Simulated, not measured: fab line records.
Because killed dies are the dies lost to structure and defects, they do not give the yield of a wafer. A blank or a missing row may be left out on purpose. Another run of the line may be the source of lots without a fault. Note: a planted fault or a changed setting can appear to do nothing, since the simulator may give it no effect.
fab line records ; flow n5Finfet
record: lots: 6; wafers: 17; lastDay: 17
route steps=1938 shown BEOL_M11@1548 PASSIVATION@1936
lots with no fault: from the same line, run without faults
startH: the number of hours between the record's first day and the start of the first shown wafer of the lot ; waitH: how many hours have passed since the lot's step before this one ; " same as the row above ; L1.1+2: several wafers, shown together as one row ; - either no value or no given start ; * or withheld: withheld ; < > ~ a bound
route shown NAME@n: names a module that has steps shown in the file, with the first one's number in the route ; usual: the fault-free wafers' mean and standard deviation ; same: alike in all rows ; chamber/n: place in a boat ; sites: readings site by site ; _std_site: their standard deviation ; _edge_site: inner sites' mean taken away from outer sites' mean ; radiusMm: for every site, how far away it sits from the centre of the wafer ; mask NAME#n: copy n ; behind: the tool/chamber that last shaped the wafer ; hold: why the lot went on hold/how many hours it stayed there/how the hold came to an end ; device: the n, p or np transistor that did not switch ; end of line: the same wafers' tests at the end of the route ; a step with no rows: only its recipe ; killed: not the wafer's yield, but the dies lost to structure and defects at the first sort ; map: a wafer's dies, x killed, . not, _ none there
set.NAME: the setting as run; set.NAME@STEP: as run at that earlier step ; model.NAME: the simulator's own value behind a step, which no gauge read
lots at selected steps of the route; one table per step, one row per wafer
services: when a tool's chamber went out of use (startH, in hours from the record's first day, below 0 if earlier), for how many hours, and the reason
== steps ==
step: N5_BEOL_M11_DEVELOP_10
recipe: developTimeS: 30; developer: TMAH; resist: CAR-ArF; rinseLiquid: diw; dry: airSpin; devTempC: 23
step: N5_BEOL_M11_CD_MEAS_11
recipe: targetCdNm: 64.1; landingEnergyEv: 500; detector: seInlens; polarity: opening
usual: cdNm: 64.2/0.81
lot.wafer;tool;chamber;startH;waitH;cdNm
L661.1;cdSem-03;0;236.76;-;64.7
L661.2;cdSem-03;0;236.76;-;64.6
L661.4;cdSem-03;0;236.76;-;64.2
L662.1;cdSem-01;0;252.02;-;62.5
L662.5;cdSem-01;0;252.02;-;62.8
L662.6;cdSem-01;0;252.02;-;63.8
L667.4;cdSem-03;0;274.04;-;62.7
L667.5;cdSem-03;0;274.04;-;63.9
L667.6;cdSem-03;0;274.04;-;64.4
L669.1;cdSem-03;0;279.32;-;65.2
L669.5;cdSem-03;0;279.32;-;63.4
L669.6;cdSem-03;0;279.32;-;64.7
L678.4;cdSem-01;0;355.06;-;65.1
L678.6;cdSem-01;0;355.06;-;63.6
L681.1;cdSem-03;0;369.15;-;65.1
L681.3;cdSem-03;0;369.15;-;64.6
L681.5;cdSem-03;0;369.15;-;65.5
step: N5_BEOL_M11_OVL_MEAS_12
recipe: pointsPerWafer: 44
usual: M11_OVL: -0.6/0.85
lot.wafer;tool;chamber;startH;waitH;M11_OVL[nm]
L661.1;overlay-01;0;236.79;0.0;-0.9
L661.2;overlay-01;0;236.79;0.0;-0.5
L661.4;overlay-01;0;236.79;0.0;-0.4
L662.1;overlay-02;0;252.05;0.0;-0.1
L662.5;overlay-02;0;252.05;0.0;1.0
L662.6;overlay-02;0;252.05;0.0;0.9
L667.4;overlay-02;0;274.07;0.0;-0.6
L667.5;overlay-02;0;274.07;0.0;-0.1
L667.6;overlay-02;0;274.07;0.0;0.7
L669.1;overlay-02;0;279.35;0.0;-0.3
L669.5;overlay-02;0;279.35;0.0;0.1
L669.6;overlay-02;0;279.35;0.0;-0.1
L678.4;overlay-01;0;355.08;0.0;-0.3
L678.6;overlay-01;0;355.08;0.0;-0.2
L681.1;overlay-02;0;369.18;0.0;-0.6
L681.3;overlay-02;0;369.18;0.0;-1.5
L681.5;overlay-02;0;369.18;0.0;-1.2
step: N5_BEOL_M11_INSPECT_13
recipe: mode: adi; inspectInstrument: brightfield
usual: rawDefectCount: 403/83
lot.wafer;tool;chamber;startH;waitH;rawDefectCount
L661.1;defectInspect-02;-;236.82;0.0;372
L661.2;defectInspect-02;-;236.82;0.0;421
L661.4;defectInspect-02;-;236.82;0.0;426
L662.1;defectInspect-01;-;252.07;0.0;465
L662.5;defectInspect-01;-;252.07;0.0;423
L662.6;defectInspect-01;-;252.07;0.0;352
L667.4;defectInspect-01;-;274.09;0.0;341
L667.5;defectInspect-01;-;274.09;0.0;327
L667.6;defectInspect-01;-;274.09;0.0;367
L669.1;defectInspect-02;-;279.38;0.0;400
L669.5;defectInspect-02;-;279.38;0.0;327
L669.6;defectInspect-02;-;279.38;0.0;362
L678.4;defectInspect-02;-;355.11;0.0;348
L678.6;defectInspect-02;-;355.11;0.0;374
L681.1;defectInspect-01;-;369.20;0.0;479
L681.3;defectInspect-01;-;369.20;0.0;433
L681.5;defectInspect-01;-;369.20;0.0;337
step: N5_BEOL_M11_DESCUM_16
recipe: chemistry: O2; timeS: 7.9; sourcePowerW: 50; biasPowerW: 20; pressureMtorr: 20; rfFrequencyHz: 2.712e+07; tempC: 40; resist: CAR-ArF; o2FlowSccm: 225
usual: drypumpMotorCurrentA: 5.9/0.47; oesProductAu: 0.82/0.083; rfVppV: 243.0/1.3; showerheadPlenumPTorr: 2.08/0.07; throttleValvePct: 20.36/0.28
lot.wafer;tool;chamber;startH;waitH;drypumpMotorCurrentA;oesProductAu;rfHoursCounterH;rfVppV;showerheadPlenumPTorr;throttleValvePct
L661.1;rieDiel-03;1;236.85;0.0;5.7;0.74;193;241.4;1.98;20.69
L661.2;rieDiel-03;3;236.85;0.0;5.7;0.67;234;243.0;2.16;20.69
L661.4;rieDiel-03;0;236.85;0.0;6.2;0.93;20;243.6;2.05;19.90
L662.1;rieDiel-06;3;252.11;0.0;5.4;0.87;56;246.0;2.23;20.28
L662.5;rieDiel-06;3;252.11;0.0;5.4;0.87;-;245.3;2.23;20.28
L662.6;rieDiel-06;2;252.11;0.0;5.4;0.73;-;242.4;2.08;20.74
L667.4;rieDiel-02;0;274.16;0.1;6.3;0.68;240;243.8;2.15;20.27
L667.5;rieDiel-02;2;274.16;0.1;6.1;0.92;-;242.0;2.05;20.36
L667.6;rieDiel-02;1;274.16;0.1;6.6;0.77;-;244.7;2.11;20.25
L669.1;rieDiel-06;0;279.48;0.1;6.0;0.80;108;242.7;2.13;20.76
L669.5;rieDiel-06;2;279.48;0.1;5.4;0.73;-;242.8;2.08;20.74
L669.6;rieDiel-06;3;279.48;0.1;5.4;0.85;-;245.5;2.22;20.30
L678.4;rieDiel-02;2;355.45;0.3;6.1;0.87;50;243.4;2.04;20.40
L678.6;rieDiel-02;2;355.45;0.3;6.1;0.86;-;243.9;2.04;20.40
L681.1;rieDiel-03;3;369.24;0.0;5.7;0.91;17;244.0;2.14;20.36
L681.3;rieDiel-03;2;369.24;0.0;6.6;0.86;70;243.8;2.13;20.31
L681.5;rieDiel-03;2;369.24;0.0;6.6;0.86;-;243.5;2.13;20.29
step: N5_BEOL_M11_ETCH_61
recipe: chemistry: CF4; target: SiARC; targetDepthA: 390; maskMaterial: CAR-ArF; timeS: 65; ionEnergyEv: 80; pressureMtorr: 40; sourceW: 545; biasW: 36; Ar_flow_sccm: 100; cf4FlowSccm: 100; ends: cleared
usual: biasW: 36.01/0.1; drypumpMotorCurrentA: 5.9/0.47; etchRfOnTimeS: 66.2/2.2; mfcArSccm: 100.0/0.31; oesProductAu: 0.69/0.068; rfVppV: 184.0/1; showerheadPlenumPTorr: 2.13/0.061; throttleValvePct: 15.6/0.33
lot.wafer;tool;chamber;startH;waitH;biasW;drypumpMotorCurrentA;etchRfOnTimeS;mfcArSccm;oesProductAu;rfHoursCounterH;rfVppV;showerheadPlenumPTorr;throttleValvePct
L661.1;rieDiel-03;1;236.89;0.0;36.07;5.7;65.2;100.2;0.62;193;182.3;2.06;16.0
L661.2;rieDiel-03;3;236.89;0.0;36.05;5.7;69.8;100.0;0.56;234;185.7;2.20;15.9
L661.4;rieDiel-03;0;236.89;0.0;35.99;6.2;66.2;99.8;0.79;20;184.4;2.08;15.0
L662.1;rieDiel-06;3;252.14;0.0;36.08;5.4;67.6;100.3;0.71;56;184.8;2.25;15.3
L662.5;rieDiel-06;3;252.14;0.0;36.21;5.4;67.2;99.9;0.71;-;185.8;2.25;15.3
L662.6;rieDiel-06;2;252.14;0.0;35.89;5.3;70.9;99.5;0.61;-;181.6;2.14;16.0
L667.4;rieDiel-02;0;274.20;0.0;36.05;6.3;66.6;100.5;0.57;240;184.3;2.21;15.6
L667.5;rieDiel-02;2;274.20;0.0;36.10;6.1;66.5;100.4;0.77;-;182.7;2.11;15.6
L667.6;rieDiel-02;1;274.20;0.0;36.17;6.7;69.4;100.0;0.64;-;184.6;2.15;15.4
L669.1;rieDiel-06;0;279.51;0.0;35.79;6.0;63.5;100.3;0.69;108;183.0;2.16;15.8
L669.5;rieDiel-06;2;279.51;0.0;35.97;5.3;70.8;100.2;0.60;-;184.6;2.14;16.1
L669.6;rieDiel-06;3;279.51;0.0;35.96;5.4;66.8;100.2;0.71;-;184.6;2.25;15.3
L678.4;rieDiel-02;2;355.49;0.0;35.89;6.1;67.1;99.9;0.73;50;183.7;2.10;15.6
L678.6;rieDiel-02;2;355.49;0.0;35.98;6.1;66.4;100.0;0.73;-;183.4;2.10;15.6
L681.1;rieDiel-03;3;369.27;0.0;36.09;5.7;66.2;99.7;0.76;17;186.3;2.19;15.5
L681.3;rieDiel-03;2;369.27;0.0;36.05;6.6;66.5;100.6;0.71;70;184.2;2.17;15.5
L681.5;rieDiel-03;2;369.27;0.0;35.99;6.6;66.2;100.1;0.71;-;185.6;2.17;15.5
step: N5_BEOL_M11_ETCH_62
recipe: chemistry: N2/H2; target: SOC; targetDepthA: 1100; overetchA: 220; maskMaterial: SiARC; tempC: 40; timeS: 165; ionEnergyEv: 200; pressureMtorr: 30; sourceW: 840; biasW: 150; n2FlowSccm: 200; h2FlowSccm: 200
usual: biasW: 150.0/0.47; drypumpMotorCurrentA: 5.9/0.47; oesProductAu: 0.69/0.065; rfVppV: 523.6/2.2; showerheadPlenumPTorr: 2.53/0.077; throttleValvePct: 17.7/0.32
lot.wafer;tool;chamber;startH;waitH;biasW;drypumpMotorCurrentA;oesProductAu;rfHoursCounterH;rfVppV;showerheadPlenumPTorr;throttleValvePct
L661.1;rieDiel-03;1;236.94;0.0;149.8;5.7;0.63;193;520.0;2.39;17.8
L661.2;rieDiel-03;3;236.94;0.0;150.1;5.7;0.58;234;525.4;2.61;18.1
L661.4;rieDiel-03;0;236.94;0.0;149.3;6.2;0.78;20;522.5;2.50;17.5
L662.1;rieDiel-06;3;252.19;0.0;150.0;5.4;0.72;56;527.3;2.68;17.4
L662.5;rieDiel-06;3;252.19;0.0;150.0;5.4;0.72;-;528.3;2.68;17.4
L662.6;rieDiel-06;2;252.19;0.0;149.3;5.4;0.64;-;524.7;2.54;18.3
L667.4;rieDiel-02;0;274.25;0.0;149.8;6.3;0.57;240;526.3;2.59;17.5
L667.5;rieDiel-02;2;274.25;0.0;150.8;6.1;0.76;-;522.1;2.52;18.1
L667.6;rieDiel-02;1;274.25;0.0;149.8;6.6;0.67;-;524.6;2.55;17.6
L669.1;rieDiel-06;0;279.56;0.0;149.7;6.1;0.67;108;524.8;2.57;18.1
L669.5;rieDiel-06;2;279.56;0.0;149.5;5.4;0.62;-;524.3;2.54;18.3
L669.6;rieDiel-06;3;279.56;0.0;150.3;5.4;0.71;-;526.4;2.68;17.5
L678.4;rieDiel-02;2;355.54;0.0;149.7;6.2;0.73;51;521.4;2.51;18.2
L678.6;rieDiel-02;2;355.54;0.0;150.8;6.2;0.73;-;523.2;2.51;18.2
L681.1;rieDiel-03;3;369.32;0.0;149.4;5.7;0.76;17;525.8;2.60;17.7
L681.3;rieDiel-03;2;369.32;0.0;149.0;6.6;0.72;70;523.6;2.55;17.4
L681.5;rieDiel-03;2;369.32;0.0;149.5;6.6;0.71;-;524.7;2.55;17.4
step: N5_BEOL_M11_STRIP_68
recipe: chemistry: N2/H2; tempC: 40; n2FlowSccm: 200; h2FlowSccm: 200; rfFrequencyHz: 6e+07
step: N5_BEOL_M11_STRIP_67
recipe: chemistry: CF4; resist: SiARC; powerW: 300; biasPowerW: 75; pressureMtorr: 50; cf4FlowSccm: 150; rfFrequencyHz: 6e+07
usual: drypumpMotorCurrentA: 5.9/0.47; oesProductAu: 0.82/0.075; rfVppV: 271.0/1.5; showerheadPlenumPTorr: 1.79/0.049; throttleValvePct: 13.5/0.36
lot.wafer;tool;chamber;startH;waitH;drypumpMotorCurrentA;oesProductAu;rfHoursCounterH;rfVppV;showerheadPlenumPTorr;throttleValvePct
L661.1;rieDiel-03;1;237.08;0.0;5.7;0.74;193;269.2;1.74;14.1
L661.2;rieDiel-03;3;237.08;0.0;5.7;0.69;234;273.4;1.85;13.9
L661.4;rieDiel-03;0;237.08;0.0;6.2;0.93;20;271.5;1.73;13.0
L662.1;rieDiel-06;3;252.34;0.0;5.4;0.85;56;273.8;1.88;13.3
L662.5;rieDiel-06;3;252.34;0.0;5.4;0.85;-;273.4;1.88;13.2
L662.6;rieDiel-06;2;252.34;0.0;5.4;0.75;-;270.0;1.81;14.1
L667.4;rieDiel-02;0;274.40;0.0;6.3;0.68;240;272.5;1.86;13.7
L667.5;rieDiel-02;2;274.40;0.0;6.1;0.90;-;269.6;1.76;13.5
L667.6;rieDiel-02;1;274.40;0.0;6.6;0.78;-;273.3;1.81;13.5
L669.1;rieDiel-06;0;279.71;0.0;6.0;0.79;108;270.2;1.81;13.8
L669.5;rieDiel-06;2;279.71;0.0;5.4;0.73;-;271.4;1.81;14.1
L669.6;rieDiel-06;3;279.71;0.0;5.4;0.84;-;273.6;1.88;13.3
L678.4;rieDiel-02;2;355.68;0.0;6.1;0.86;51;269.7;1.76;13.5
L678.6;rieDiel-02;2;355.68;0.0;6.1;0.87;-;269.8;1.76;13.5
L681.1;rieDiel-03;3;369.47;0.0;5.7;0.90;17;272.5;1.84;13.4
L681.3;rieDiel-03;2;369.47;0.0;6.6;0.84;70;271.9;1.81;13.4
L681.5;rieDiel-03;2;369.47;0.0;6.6;0.84;-;270.8;1.81;13.4
step: N5_BEOL_M11_HM_OPEN_17
recipe: chemistry: Cl2/BCl3; targetDepthA: 200; overetchA: 60; target: TiN; maskMaterial: SOC; ionEnergyEv: 150; pressureMtorr: 10; icpW: 1000; biasW: 126; Cl2_flow_sccm: 53.25; bcl3FlowSccm: 21.75; Ar_flow_sccm: 25
usual: biasW: 126.0/0.36; drypumpMotorCurrentA: 5.8/0.4; mfcArSccm: 25.00/0.075; oesProductAu: 0.66/0.074; throttleValvePct: 22.29/0.24
lot.wafer;tool;chamber;startH;waitH;biasW;drypumpMotorCurrentA;mfcArSccm;oesProductAu;rfHoursCounterH;throttleValvePct
L661.1;rieMetal-02;1;237.12;0.0;126.6;6.3;25.19;0.65;33;22.47
L661.2;rieMetal-02;0;237.12;0.0;126.2;5.9;25.03;0.59;80;22.60
L661.4;rieMetal-02;0;237.12;0.0;126.1;5.9;25.03;0.60;-;22.58
L662.1;rieMetal-01;1;252.38;0.0;125.4;4.9;25.08;0.67;39;21.99
L662.5;rieMetal-01;0;252.38;0.0;126.5;5.6;24.90;0.63;-;22.29
L662.6;rieMetal-01;1;252.38;0.0;125.7;4.9;25.08;0.67;-;21.99
L667.4;rieMetal-01;0;274.47;0.1;126.2;5.6;24.92;0.63;-;22.28
L667.5;rieMetal-01;1;274.47;0.1;126.5;4.9;24.93;0.67;-;21.98
L667.6;rieMetal-01;0;274.47;0.1;126.1;5.6;24.99;0.63;-;22.30
L669.1;rieMetal-03;1;279.75;0.0;125.9;6.1;24.97;0.53;113;22.23
L669.5;rieMetal-03;0;279.75;0.0;126.2;5.8;25.15;0.72;-;22.34
L669.6;rieMetal-03;1;279.75;0.0;126.3;6.1;24.95;0.54;-;22.23
L678.4;rieMetal-03;1;355.75;0.1;125.8;6.1;24.95;0.82;-;21.79
L678.6;rieMetal-03;1;355.75;0.1;125.4;6.1;24.97;0.81;-;21.79
L681.1;rieMetal-03;1;369.51;0.0;125.8;6.1;25.01;0.80;4;21.79
L681.3;rieMetal-03;1;369.51;0.0;125.6;6.1;25.02;0.81;-;21.76
L681.5;rieMetal-03;0;369.51;0.0;126.6;5.8;25.02;0.69;-;22.36
step: N5_BEOL_M11_STRIP_19
recipe: chemistry: O2; powerW: 400; tempC: 40; pressureMtorr: 30; rfFrequencyHz: 6e+07; biasPowerW: 0; overashFraction: 0.2; o2FlowSccm: 225
step: N5_BEOL_M11_CD_MEAS_18
recipe: pitchNm: 140; targetCdNm: 70
usual: cdNm: 70.1/0.96
lot.wafer;tool;chamber;startH;waitH;cdNm
L661.1;cdSem-01;-;237.30;0.0;71.0
L661.2;cdSem-01;-;237.30;0.0;71.0
L661.4;cdSem-01;-;237.30;0.0;70.3
L662.1;cdSem-01;-;252.56;0.0;67.9
L662.5;cdSem-01;-;252.56;0.0;68.4
L662.6;cdSem-01;-;252.56;0.0;69.1
L667.4;cdSem-02;-;274.62;0.1;68.4
L667.5;cdSem-02;-;274.62;0.1;69.6
L667.6;cdSem-02;-;274.62;0.1;69.7
L669.1;cdSem-03;-;279.93;0.0;71.3
L669.5;cdSem-03;-;279.93;0.0;68.5
L669.6;cdSem-03;-;279.93;0.0;70.2
L678.4;cdSem-03;-;355.91;0.1;71.1
L678.6;cdSem-03;-;355.91;0.1;69.5
L681.1;cdSem-03;-;369.69;0.0;70.3
L681.3;cdSem-03;-;369.69;0.0;70.2
L681.5;cdSem-03;-;369.69;0.0;71.3
step: N5_BEOL_M11_COAT_63
recipe: resist: SOC; tempC: 250; timeS: 60; spinRpm: 1500; resistThkNm: 100
usual: heaterPowerTotalW: 500.4/1.7; plateTempC: 249.95/0.18
lot.wafer;tool;chamber;startH;waitH;heaterPowerTotalW;plateTempC
L661.1;lithoTrack-02;0;239.05;1.7;500.0;250.10
L661.2;lithoTrack-02;0;239.05;1.7;498.7;250.02
L661.4;lithoTrack-02;0;239.05;1.7;501.2;249.80
L662.1;lithoTrack-04;0;253.56;1.0;498.6;249.89
L662.5;lithoTrack-04;0;253.56;1.0;502.2;249.64
L662.6;lithoTrack-04;0;253.56;1.0;497.8;250.01
L667.4;lithoTrack-02;0;274.65;0.0;482.0;241.88
L667.5;lithoTrack-02;0;274.65;0.0;478.4;242.12
L667.6;lithoTrack-02;0;274.65;0.0;481.1;241.93
L669.1;lithoTrack-02;0;280.73;0.8;479.9;241.71
L669.5;lithoTrack-02;0;280.73;0.8;479.4;241.84
L669.6;lithoTrack-02;0;280.73;0.8;480.3;241.78
L678.4;lithoTrack-04;0;356.29;0.4;500.3;249.84
L678.6;lithoTrack-04;0;356.29;0.4;501.7;249.95
L681.1;lithoTrack-02;0;369.72;0.0;497.9;250.14
L681.3;lithoTrack-02;0;369.72;0.0;501.2;250.02
L681.5;lithoTrack-02;0;369.72;0.0;498.5;250.04
step: N5_BEOL_M11_COAT_64
recipe: resist: SiARC; tempC: 220; timeS: 60; spinRpm: 1500; resistThkNm: 30
step: N5_PASSIVATION_PROBE_49
usual: defectLimitedYield: 91.1/1.6; killed_at_M0_to_M3: 35/11; killed_at_M4_up: 13/5.4; killedAtContacts: 13/6.5; killedAtFrontEnd: 40/14; killedAtOther: 4/3.1; killedDies: 105/18; killedOpen: 69/14; killedShort: 34/7.3; sort_bin_5_function: 5.2/0.96; sort_bin_6_memory: 3.4/0.77; sortNPass: 1075/19; sortYieldPct: 91.1/1.6
same: grossDies: 1180; killedAtBackSide: 0; sort_bin_4_leakage[%]: 0; sort_bin_8_speed[%]: 0
lot.wafer;tool;chamber;startH;waitH;defectLimitedYield[%];killed_at_M0_to_M3;killed_at_M4_up;killedAtContacts;killedAtFrontEnd;killedAtOther;killedDies;killedOpen;killedShort;sort_bin_5_function[%];sort_bin_6_memory[%];sortNPass;sortYieldPct[%]
L667.5;prober-02;-;313.71;0.2;90.5;35;6;14;51;6;112;68;32;4.7;3.6;1068;90.5
killed by level:class
L667.5 FIN_SAQP:geometricParticle:open=12 HKMG_FIN:areaEtch=11 MOL_CONTACT_COAG:geometricParticle:open=9 BEOL_M1:geometricParticle:open=9 BEOL_M3:geometricParticle:open=8 STI_FIN_REVEAL:geometricParticle:open=7 FIN_SAQP:geometricParticle:short=6 MOL_CONTACT_COAG:geometricParticle:short=5
== services ==
tool;chamber;startH;hours;kind
rieMetal-03;-;218.58;4.9;repair
rieDiel-06;1;268.83;5.7;repair
rieDiel-03;0;288.35;3.7;repair
rieDiel-03;3;298.09;-;clean
rieDiel-03;3;298.09;-;consumableReplace:focusRing
rieDiel-03;3;298.09;12.6;scheduledDown
rieDiel-03;3;298.09;12.6;ventCycle
rieDiel-02;0;307.50;-;clean
rieDiel-02;0;307.50;-;consumableReplace:focusRing
rieDiel-02;0;307.50;16.1;scheduledDown
rieDiel-02;0;307.50;16.1;ventCycle
rieMetal-03;1;307.77;-;clean
rieMetal-03;1;307.77;16.0;scheduledDown
rieMetal-03;1;307.77;16.0;ventCycle
rieMetal-01;-;314.85;14.6;pm
rieMetal-03;-;318.78;0.3;repair
lithoTrack-04;-;342.51;-;consumableReplace:filter
rieDiel-06;-;351.47;2.8;pm
rieMetal-02;-;353.42;1.4;pm
== key ==
firstSign: step: N5_BEOL_M11_COAT_63; reading: plateTempC; direction: down; sigmas: 46; usual: *; struck: *
effect: step: N5_BEOL_M11_COAT_63; reading: heaterPowerTotalW; direction: down; sigmas: 12; usual: *; struck: *
metAt N5_BEOL_M11_COAT_63
struckWafers L667.4,L667.5,L667.6,L669.1,L669.5,L669.6
baselineLoss: step: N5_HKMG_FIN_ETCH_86; wafers: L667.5
onsetBetween 239.05 274.65
fault: kind: processParameterDrift; tool: lithoTrack-02; chamber: -; onsetH: 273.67; steps: N5_BEOL_M11_COAT_63; channel: tempC; offset: *; shape: step; endH: 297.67; actsIn: *; stated: *
baselineLoss: these wafers lose ten dies or more at that step, a loss of the line's own and not of a fault; the sort's usual values leave them out
